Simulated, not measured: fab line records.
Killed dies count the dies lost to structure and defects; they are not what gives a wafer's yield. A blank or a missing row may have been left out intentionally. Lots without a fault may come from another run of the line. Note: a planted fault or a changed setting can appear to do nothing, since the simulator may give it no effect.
One fault through the eyes of 3 desks ; flow nandHarc ; every desk sees just its own numbers, and what lay behind them comes last

== AT THE METROLOGY DESK ==
What the gauges read for every lot (on any tool): the sampled wafers with a number, averaged. Marked OUT: a lot whose mean sits more than 4 standard deviations from the usual mean, which makes it out of limits; the brackets give that distance.
Columns: A = thkNm at NHARC_A_ONON_D1_THK_MEAS_02, usual 1000 nm
lot;first seen here;A
L327;day 8 00:57;1007
L328;day 8 04:34;989
L329;day 8 10:27;1000
L330;day 9 05:18;989
L331;day 9 11:23;1019
L332;day 9 15:30;1002
L334;day 10 12:29;1013
L335;day 11 00:38;983
L336;day 11 09:54;1016
L347;day 16 02:09;1470 (+39) OUT
L348;day 16 11:04;1470 (+39) OUT
L350;day 17 07:59;1007
Finding of this desk: L347, L348 out of limits; the first was L347 at day 16 02:09, on thkNm at NHARC_A_ONON_D1_THK_MEAS_02. L327, L328, L329, L330, L331, L332, L334, L335, L336, L350 stayed within limits.

== THE DEFECT DESK ==
For each lot, the counts of the inspections along the route, averaged over the sampled wafers that have a number. Marked OUT: a lot whose mean sits more than 4 standard deviations from the usual mean, which makes it out of limits; the brackets give that distance.
Columns: A = rawDefectCount at NHARC_A_ZERO_WELL_INSPECT_17, usual 10
lot;first seen here;A
L327;day 7 02:38;15
L328;day 7 08:29;14
L329;day 7 13:23;11
L330;day 8 07:15;9
L331;day 8 14:23;12
L332;day 8 19:13;10
L334;day 9 12:42;16
L335;day 9 22:32;10
L336;day 10 13:09;11
L347;day 15 03:55;10
L348;day 15 15:05;11
L350;day 16 11:08;7
Finding of this desk: none of the 12 lots has anything out of limits.

== THE TOOL OWNER'S DESK: pecvdOnon-03 ==
The tool's own readings at NHARC_A_ONON_D1_DEP_00 (target thk 1000 nm): means of the sampled wafers that have a number, for each lot that ran on this tool. Marked OUT: a lot whose mean sits more than 4 standard deviations from the usual mean, which makes it out of limits; the brackets give that distance.
Columns: A = sih4FlowSccm at NHARC_A_ONON_D1_DEP_00, usual 210.1 sccm
lot;first seen here;A
L327;day 8 00:26;210.5
L329;day 8 09:56;209.9
L331;day 9 10:56;210.0
L332;day 9 14:59;209.7
L336;day 11 09:23;209.9
L347;day 16 01:38;209.0
L348;day 16 10:33;210.6
Finding of this desk: none of the 7 lots has anything out of limits.

== PUT TOGETHER ==
On L347, L348, the metrology desk was in a position to raise an alarm at day 16 02:09.
The defect desk saw nothing out of limits.
The desk of the tool owner found nothing out of limits.
The defect desk has L347, L348 on record, within its limits.
On record at the tool owner's desk: L347, L348, within its limits.
The lots listed all ran NHARC_A_ONON_D1_DEP_00 on pecvdOnon-03.

== WHAT THE SIMULATOR HAD INSERTED ==
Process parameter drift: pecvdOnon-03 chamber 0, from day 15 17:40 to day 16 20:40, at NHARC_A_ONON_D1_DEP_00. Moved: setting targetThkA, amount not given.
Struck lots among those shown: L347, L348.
Delay in hours, fault start to first out-of-limits reading, per desk: metrology desk 8.
